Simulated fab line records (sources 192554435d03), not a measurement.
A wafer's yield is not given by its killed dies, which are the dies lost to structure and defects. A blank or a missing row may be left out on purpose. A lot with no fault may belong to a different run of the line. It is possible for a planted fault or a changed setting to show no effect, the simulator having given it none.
Which tool did it? :: flow n5Finfet :: Sampling: 9 lots, 27 wafers, 4 of 1938 route steps

== WHAT THE GAUGES READ, wafer by wafer ==
N5_BEOL_M3_THK_MEAS_01.
lot: L254
measured: day 6 22:26
on: filmMetro-01
M3_ILD_THK (nm): 78.6 78.6 80.1

lot: L256
measured: day 7 18:53
on: filmMetro-01
M3_ILD_THK (nm): 78.8 79.8 80.0

lot: L257
measured: day 8 11:31
on: filmMetro-01
M3_ILD_THK (nm): 77.5 78.1 78.9

lot: L258
measured: day 8 15:38
on: filmMetro-02
M3_ILD_THK (nm): 71.6 78.2 79.8

lot: L261
measured: day 8 18:40
on: filmMetro-01
M3_ILD_THK (nm): 77.1 78.6 78.7

lot: L269
measured: day 11 06:16
on: filmMetro-02
M3_ILD_THK (nm): 78.2 79.1 78.8

lot: L275
measured: day 12 11:21
on: filmMetro-02
M3_ILD_THK (nm): 78.1 78.1 79.3

lot: L277
measured: day 12 18:24
on: filmMetro-01
M3_ILD_THK (nm): 78.2 77.5 78.9

lot: L276
measured: day 12 21:43
on: filmMetro-02
M3_ILD_THK (nm): 78.3 79.9 80.3

== EACH LOT AND THE TOOL THAT RAN IT (in order: tool; ch and the chambers of the sampled wafers; start) ==
lot: L254
N5_BEOL_M2_ANNEAL_93: pvdSputter-03, day 6 20:51
N5_BEOL_M2_SPUTTER_96: pvdSputter-03, day 6 21:13
N5_BEOL_M3_ILD_DEP_00: pecvd-02 ch 0,2, day 6 22:23

lot: L256
N5_BEOL_M2_ANNEAL_93: pvdSputter-02, day 7 17:21
N5_BEOL_M2_SPUTTER_96: pvdSputter-02, day 7 17:43
N5_BEOL_M3_ILD_DEP_00: pecvd-01 ch 0,2, day 7 18:49

lot: L257
N5_BEOL_M2_ANNEAL_93: pvdSputter-01, day 8 09:59
N5_BEOL_M2_SPUTTER_96: pvdSputter-01, day 8 10:20
N5_BEOL_M3_ILD_DEP_00: pecvd-01 ch 0,2, day 8 11:27

lot: L258
N5_BEOL_M2_ANNEAL_93: pvdSputter-01, day 8 14:02
N5_BEOL_M2_SPUTTER_96: pvdSputter-01, day 8 14:24
N5_BEOL_M3_ILD_DEP_00: pecvd-01 ch 0,2, day 8 15:34

lot: L261
N5_BEOL_M2_ANNEAL_93: pvdSputter-02, day 8 16:59
N5_BEOL_M2_SPUTTER_96: pvdSputter-02, day 8 17:21
N5_BEOL_M3_ILD_DEP_00: pecvd-02 ch 1,2, day 8 18:36

lot: L269
N5_BEOL_M2_ANNEAL_93: pvdSputter-01, day 11 04:43
N5_BEOL_M2_SPUTTER_96: pvdSputter-01, day 11 05:05
N5_BEOL_M3_ILD_DEP_00: pecvd-02 ch 1,2, day 11 06:11

lot: L275
N5_BEOL_M2_ANNEAL_93: pvdSputter-02, day 12 09:34
N5_BEOL_M2_SPUTTER_96: pvdSputter-02, day 12 09:57
N5_BEOL_M3_ILD_DEP_00: pecvd-04 ch 0,1,2, day 12 11:17

lot: L277
N5_BEOL_M2_ANNEAL_93: pvdSputter-01, day 12 16:51
N5_BEOL_M2_SPUTTER_96: pvdSputter-01, day 12 17:13
N5_BEOL_M3_ILD_DEP_00: pecvd-04 ch 0,1,2, day 12 18:20

lot: L276
N5_BEOL_M2_ANNEAL_93: pvdSputter-03, day 12 20:07
N5_BEOL_M2_SPUTTER_96: pvdSputter-03, day 12 20:29
N5_BEOL_M3_ILD_DEP_00: pecvd-01 ch 0,1, day 12 21:40
- N5_BEOL_M2_ANNEAL_93: time 240 s.
- N5_BEOL_M2_SPUTTER_96: material Cu, target thk 4.5 nm, time 8.29 s.
- N5_BEOL_M3_ILD_DEP_00: deposits SiOC from DEMS/O2, target thk 79 nm, time 15.3 s.

== THE ANSWER, worked out from the rows above alone ==
Rule: usual is defined by the lots themselves. Put in order of their means at a reading, lots are off if they are a third of the lots or fewer, leave a main group of 4 or more, and stand apart from it by a gap of 3 or more times the standard deviation of the main group's means; of several such gaps the widest counts. Not used: any main group whose means are identical at the precision the tables above print for the reading. Also off: a lot with no number at a reading for which 4 or more lots have one. Where the step has rows for the other lots, those lots are counted as sound.
No lot is off at any reading shown: from this, nothing can be told.

== WHAT THE SIMULATOR HAD PUT IN ==
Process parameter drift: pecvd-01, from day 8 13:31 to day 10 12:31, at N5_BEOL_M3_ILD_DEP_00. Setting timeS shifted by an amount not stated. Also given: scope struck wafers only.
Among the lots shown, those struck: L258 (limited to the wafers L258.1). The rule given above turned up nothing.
